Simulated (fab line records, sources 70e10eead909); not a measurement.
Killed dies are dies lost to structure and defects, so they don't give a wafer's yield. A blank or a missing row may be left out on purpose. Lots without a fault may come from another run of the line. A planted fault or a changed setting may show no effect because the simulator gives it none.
Chamber matching | flow nand_harc | NHARC_A_SGD_CUT_CMP_21 on cmp-02: 4 sister chambers
The step polishes, target thk 148.19 nm. 4 wafers are shown with their chamber, then 9 later ones without.

WAFERS WITH THEIR CHAMBER
wafer  | chamber | motor_current_A (A)
L082.5 | 0       | 9.6
L090.3 | 3       | 11.1
L090.5 | 1       | 10.8
L090.6 | 2       | 12.9

WAFERS WITHOUT THEIR CHAMBER
wafer  | motor_current_A (A)
L092.1 | 11.9
L092.3 | 10.6
L092.4 | 12.2
L094.2 | 10.3
L094.3 | 13.1
L094.4 | 9.9
L095.1 | 10.6
L095.2 | 11.4
L095.5 | 9.8

WHICH CHAMBER EACH WENT THROUGH
wafer  | from the rows above          | in truth
L092.1 | can't be placed: 3 or 2 or 1 | 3
L092.3 | can't be placed: 1 or 3 or 0 | 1
L092.4 | can't be placed: 2 or 3 or 1 | 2
L094.2 | can't be placed: 1 or 0 or 3 | 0
L094.3 | 2                            | 2
L094.4 | can't be placed: 0 or 1      | 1
L095.1 | can't be placed: 1 or 3 or 0 | 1
L095.2 | can't be placed: 3 or 1      | 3
L095.5 | can't be placed: 0 or 1      | 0
Placed correctly: 1 of 9. Can't be placed from these rows: 8 (the true chamber is among the candidates in 8). Placed wrongly: 0.
How it was worked out, from the rows above alone: a wafer's distance from a chamber is the root of the sum, over the readings, of the square of ((its reading less the chamber's mean) divided by the reading's scatter). The wafer belongs to the nearest chamber; if the next one is less than 2 further off, it can't be placed. A chamber's mean is the mean of its shown wafers. The scatter: with one shown wafer a chamber, the root of the mean of the squares of how far each hidden wafer lies from its nearest shown one.
